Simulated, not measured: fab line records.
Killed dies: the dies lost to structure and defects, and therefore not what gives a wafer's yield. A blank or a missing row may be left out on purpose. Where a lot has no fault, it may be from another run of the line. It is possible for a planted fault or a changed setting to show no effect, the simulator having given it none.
Which tool was responsible?	flow nand-harc	20 wafers sampled from 7 lots at 1 step of a route of 1302

## WHAT THE GAUGES SHOWED, per wafer
NHARC_A_CHANNEL_FILL_D1_INSPECT_13.
lot	measured	on	raw-defect-count
L257	day 11 08:38	defect-inspect-02	437 379 353
L259	day 12 16:26	defect-inspect-02	184 160 179
L264	day 14 01:32	defect-inspect-02	206 250
L270	day 16 18:22	defect-inspect-02	123 346 196
L271	day 16 22:10	defect-inspect-02	244 371 233
L275	day 18 12:34	defect-inspect-01	316 240 231
L279	day 20 09:21	defect-inspect-02	517 493 664

## WHAT TOOL EACH LOT RAN ON (gives the tool, then ch and the chambers of the sampled wafers, and finally the start)
The record holds no process step before these readings.

## THE ANSWER, worked out from the rows above alone
Rule: the lots themselves supply what counts as usual. The widest of any qualifying gaps counts: lots, ordered by their means at a reading, are off when they make up no more than a third of the lots, leave a main group of 4 or more, and stand apart from it by 3 or more times the standard deviation of that group's means. Not used: any main group whose means are identical at the precision the tables above print for the reading. A lot without any number at a reading at which 4 lots or more have one is off too. The other lots that the step has rows for count as sound.
None of the lots is off at any reading shown; this tells nothing.

## WHAT THE SIMULATOR PUT IN
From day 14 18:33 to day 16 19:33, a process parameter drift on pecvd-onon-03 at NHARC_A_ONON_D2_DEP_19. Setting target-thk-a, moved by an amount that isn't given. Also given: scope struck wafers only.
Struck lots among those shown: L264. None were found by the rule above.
